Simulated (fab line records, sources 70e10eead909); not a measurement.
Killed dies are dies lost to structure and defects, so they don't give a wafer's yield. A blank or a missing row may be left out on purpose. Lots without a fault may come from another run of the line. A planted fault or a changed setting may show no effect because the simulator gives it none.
fab line records | flow nand_harc | part 2 of 2: steps 26 to 41 of 41
record lots=5 wafers=15 last_day=32
route steps=1302 shown P_M2@324 P_BONDPAD@351
lots that met no fault: from a run of the same line without faults
start_h: hours from the record's first day to the start of the lot's first wafer shown | wait_h: hours since the lot's step before | " the same as in the row above | L1.1+2: a row that stands for several wafers | - no value, or no start given | * or withheld: withheld | < > ~ a bound
route shown NAME@n: a module of which the file shows steps, and the number in the route of the first | usual: mean/standard deviation of fault-free wafers | same: alike in all rows | chamber/n: place in a boat | sites: the reading at each site | _std_site: their standard deviation | _edge_site: outer sites' mean less inner sites' | radius_mm: how far each site lies from the wafer's centre | mask NAME#n: copy n | behind: the tool/chamber that last shaped the wafer | hold: why the lot was held/for how many hours/how that ended | device: the transistor (n, p or np) that didn't switch | end of line: the same wafers' tests at the end of the route | a step without rows: its recipe alone | killed: dies lost to structure and defects at the first sort, not the wafer's yield | map: a wafer's dies, x killed, . not, _ none there
set.NAME: the setting as run; set.NAME@STEP: as run at that earlier step | model.NAME: the simulator's own value behind a step, which no gauge read
lots at some steps of the route; a table a step, a row a wafer
services: from which hour (start_h, from the record's first day; less than 0 if before it) a tool's chamber was out of use, for how many hours, and why
## steps
# step NHARC_P_M2_DEP_33
# recipe target_thk_a=300 temp_c=370 target_thk_nm=30 pressure_torr=3 flow_sccm=200 rf_w=450 material=SiCN
# usual heater_power_outer_w=311/69 heater_power_w=563/85
# columns lot.wafer tool chamber start_h wait_h heater_power_outer_w heater_power_w
L079.1 pecvd-03 1 182.85 0.1 322 614
L079.6 " 2 " " 282 508
L079.4 " 1 " " 330 611
L082.2 pecvd-04 0 214.89 0.1 378 610
L082.3 " 2 " " 280 558
L082.5 " 2 " " 274 559
L086.3 pecvd-04 2 257.58 0.1 258 535
L086.1 " 0 " " 365 578
L086.6 " 0 " " 357 584
L088.2 pecvd-03 1 288.63 0.1 327 605
L088.1 " 2 " " 339 578
L088.5 " 1 " " 323 605
L096.2 pecvd-04 0 349.79 0.1 410 665
L096.3 " 1 " " 248 477
L096.4 " 2 " " 270 572
# step NHARC_P_BONDPAD_DEP_00
# recipe target_thk_a=2500 temp_c=370 target_thk_nm=250 pressure_torr=3 flow_sccm=200 rf_w=450 material=SiCN
# usual heater_power_outer_w=314/69 heater_power_w=570/91
# columns lot.wafer tool chamber start_h wait_h heater_power_outer_w heater_power_w
L079.1 pecvd-02 0 183.23 - 421 735
L079.6 " 0 " " 444 736
L079.4 " 1 " " 271 514
L082.3 pecvd-04 1 - - 227 444
L082.2 " 2 " " 247 516
L082.5 " 0 " " 410 654
L086.3 pecvd-03 2 257.95 - 314 542
L086.1 " 0 " " 240 488
L086.6 " 0 " " 243 492
L088.2 pecvd-04 2 289.04 - 199 474
L088.1 " 0 " " 349 579
L088.5 " 1 " " 266 500
L096.2 pecvd-02 2 350.21 - 290 592
L096.3 " 1 " " 219 422
L096.4 " 1 " " 227 429
# step NHARC_P_BONDPAD_CMP_32
# recipe target_thk_nm=200 material=SiCN
# usual motor_current_A=11.7/0.94
# columns lot.wafer tool chamber start_h wait_h motor_current_A
L079.4 cmp-02 0 183.64 - 10.7
L079.1 " 1 " " 12.6
L079.6 " 2 " " 11.2
L082.3 cmp-04 1 215.72 - 11.1
L082.2 " 3 " " 13.1
L082.5 " 1 " " 10.5
L086.3 cmp-04 3 258.36 - 13.0
L086.1 " 0 " " 11.3
L086.6 " 3 " " 12.5
L088.2 cmp-01 2 289.48 - 11.2
L088.1 " 0 " " 11.8
L088.5 " 1 " " 13.2
L096.3 cmp-01 1 350.61 - 13.5
L096.4 " 2 " " 11.5
L096.2 " 3 " " 11.2
# step NHARC_P_BONDPAD_THK_MEAS_33
# recipe thk_meas_gauge=ellipsometry
# usual thk_nm=200.5/1.4
# columns lot.wafer tool chamber start_h wait_h thk_nm
L079.1 film_metro-01 - 183.84 0.1 201.8
L079.4 " - " " 200.5
L079.6 " - " " 203.1
L082.2 film_metro-01 - 215.94 0.1 201.3
L082.3 " - " " 200.8
L082.5 " - " " 200.6
L086.1 film_metro-01 - 258.62 0.2 202.0
L086.3 " - " " 198.8
L086.6 " - " " 202.0
L088.1 film_metro-01 - 289.70 0.2 199.2
L088.2 " - " " 201.6
L088.5 " - " " 198.2
L096.2 film_metro-01 - 350.86 0.2 198.6
L096.3 " - " " 202.5
L096.4 " - " " 200.5
# step NHARC_P_BONDPAD_SRD_34
# columns lot.wafer tool chamber start_h wait_h
L079.6+4+1 wet_bench-10 7,0,1 183.88 0.0
L082.5+3+2 wet_bench-08 4,6,1 215.98 0.0
L086.6+1+3 wet_bench-10 1,2,5 258.66 0.0
L088.5+1+2 wet_bench-08 3,5,7 289.74 0.0
L096.2+3+4 wet_bench-08 5,6,0 350.91 0.0
# step NHARC_P_BONDPAD_DEHYDRATE_01
# recipe temp_c=150 time_s=120
# same time_s=120
# columns lot.wafer tool chamber start_h wait_h
L079.1+4+6 litho_track-03 0 183.99 0.1
L082.2+3+5 litho_track-02 0 216.07 0.1
L086.1+3+6 litho_track-02 0 258.74 0.1
L088.1+2+5 litho_track-02 0 289.82 0.1
L096.2+3+4 litho_track-05 0 350.99 0.1
# step NHARC_P_BONDPAD_HMDS_02
# recipe time_s=30
# same time_s=30
# columns lot.wafer tool chamber start_h wait_h
L079.1+4+6 litho_track-03 0 - -
L082.2+3+5 litho_track-02 0 - -
L086.1+3+6 litho_track-02 0 - -
L088.1+2+5 litho_track-02 0 - -
L096.2+3+4 litho_track-05 0 - -
# step NHARC_P_BONDPAD_COAT_36
# recipe temp_c=200 time_s=65
# same time_s=65
# columns lot.wafer tool chamber start_h wait_h
L079.1+4+6 litho_track-03 0 - -
L082.2+3+5 litho_track-02 0 - -
L086.1+3+6 litho_track-02 0 - -
L088.1+2+5 litho_track-02 0 - -
L096.2+3+4 litho_track-05 0 - -
# step NHARC_P_BONDPAD_COAT_03
# recipe spin_rpm=2000 resist_thk_nm=600
# columns lot.wafer tool chamber start_h wait_h
L079.1+4+6 litho_track-03 0 - -
L082.2+3+5 litho_track-02 0 - -
L086.1+3+6 litho_track-02 0 - -
L088.1+2+5 litho_track-02 0 - -
L096.2+3+4 litho_track-05 0 - -
# step NHARC_P_BONDPAD_SOFTBAKE_04
# recipe temp_c=125 time_s=70
# same time_s=70
# columns lot.wafer tool chamber start_h wait_h
L079.1+4+6 litho_track-03 0 - -
L082.2+3+5 litho_track-02 0 - -
L086.1+3+6 litho_track-02 0 - -
L088.1+2+5 litho_track-02 0 - -
L096.2+3+4 litho_track-05 0 - -
# step NHARC_P_BONDPAD_EBR_05
# columns lot.wafer tool chamber start_h wait_h
L079.1+4+6 litho_track-03 0 - -
L082.2+3+5 litho_track-02 0 - -
L086.1+3+6 litho_track-02 0 - -
L088.1+2+5 litho_track-02 0 - -
L096.2+3+4 litho_track-05 0 - -
# step NHARC_P_BONDPAD_EXPOSE_06
# recipe na=0.55 dose_mj=37.06 mask_id=P_BPAD
# columns lot.wafer tool chamber start_h wait_h mask
L079.1+4+6 krf_scanner-03 0 184.15 - P_BPAD#0
L082.2+3+5 krf_scanner-04 0 216.36 - P_BPAD#0
L086.1+3+6 krf_scanner-03 0 259.04 - P_BPAD#0
L088.1+2+5 krf_scanner-04 0 290.11 - P_BPAD#0
L096.2+3+4 krf_scanner-02 0 351.28 - P_BPAD#0
# step NHARC_P_BONDPAD_PEB_07
# recipe peb_temp_c=128 peb_time_s=80
# columns lot.wafer tool chamber start_h wait_h
L079.1+4+6 litho_track-02 0 184.22 0.1
L082.2+3+5 litho_track-02 0 216.42 0.1
L086.1+3+6 litho_track-05 0 259.10 0.1
L088.1+2+5 litho_track-03 0 290.19 0.1
L096.2+3+4 litho_track-05 0 351.34 0.1
# step NHARC_P_BONDPAD_DEVELOP_08
# recipe time_s=50 dev_temp_c=22
# same time_s=50
# columns lot.wafer tool chamber start_h wait_h
L079.1+4+6 litho_track-02 0 - -
L082.2+3+5 litho_track-02 0 - -
L086.1+3+6 litho_track-05 0 - -
L088.1+2+5 litho_track-03 0 - -
L096.2+3+4 litho_track-05 0 - -
# step NHARC_P_BONDPAD_CD_MEAS_09
# recipe target_cd_nm=500 landing_energy_ev=500
# usual cd_nm=500.2/1.6
# columns lot.wafer tool chamber start_h wait_h cd_nm
L079.1 cd_sem-01 0 184.30 - 502.4
L079.4 " 0 " " 503.5
L079.6 " 0 " " 500.9
L082.2 cd_sem-01 0 216.51 - 501.9
L082.3 " 0 " " 500.1
L082.5 " 0 " " 503.4
L086.1 cd_sem-03 0 259.19 - 498.6
L086.3 " 0 " " 498.0
L086.6 " 0 " " 497.9
L088.1 cd_sem-03 0 290.27 - 499.0
L088.2 " 0 " " 500.0
L088.5 " 0 " " 500.0
L096.2 cd_sem-03 0 351.43 - 499.8
L096.3 " 0 " " 498.9
L096.4 " 0 " " 498.7
# step NHARC_P_BONDPAD_OVL_MEAS_38
# usual overlay_x_nm=0/5.2 overlay_y_nm=1/6.8
# columns lot.wafer tool chamber start_h wait_h overlay_x_nm overlay_y_nm
L079.1 overlay-01 - 184.39 - 3 3
L079.4 " - " " 3 3
L079.6 " - " " 2 3
L082.2 overlay-01 - 216.59 - 5 -1
L082.3 " - " " 6 -1
L082.5 " - " " 6 -1
L086.1 overlay-02 - 259.28 - 5 -6
L086.3 " - " " 4 -7
L086.6 " - " " 5 -6
L088.1 overlay-01 - 290.36 - -9 0
L088.2 " - " " -9 -1
L088.5 " - " " -9 0
L096.2 overlay-01 - 351.52 - 2 9
L096.3 " - " " 3 10
L096.4 " - " " 3 10
## services
# columns tool chamber start_h hours kind
pecvd-04 2 169.62 30.8 repair
litho_track-06 - 179.00 7.0 pm
pecvd-03 - 185.00 13.0 pm
rie_diel-08 - 190.80 9.0 pm
pecvd-04 - 197.32 5.5 repair
rie_diel-07 3 199.32 8.3 repair
pvd_sputter-03 - 206.35 10.0 pm
litho_track-02 - 227.00 7.0 pm
pecvd-04 2 239.83 11.2 repair
rie_diel-03 - 246.68 0.6 repair
pecvd-04 - 269.18 13.0 pm
litho_track-03 - 275.00 7.0 pm
pvd_sputter-02 - 279.16 7.2 repair
rie_diel-08 3 280.36 15.0 repair
rie_diel-03 - 281.40 9.0 pm
pvd_sputter-02 - 286.37 10.0 pm
rie_diel-08 1 289.88 5.3 repair
wet_bench-08 - 294.40 8.0 pm
litho_track-05 - 299.00 7.0 pm
pecvd-04 - 303.80 1.0 repair
wet_bench-10 - 311.20 8.0 pm
rie_diel-03 2 316.68 10.1 repair
litho_track-01 - 330.00 7.0 pm
rie_diel-08 - 332.67 0.7 repair
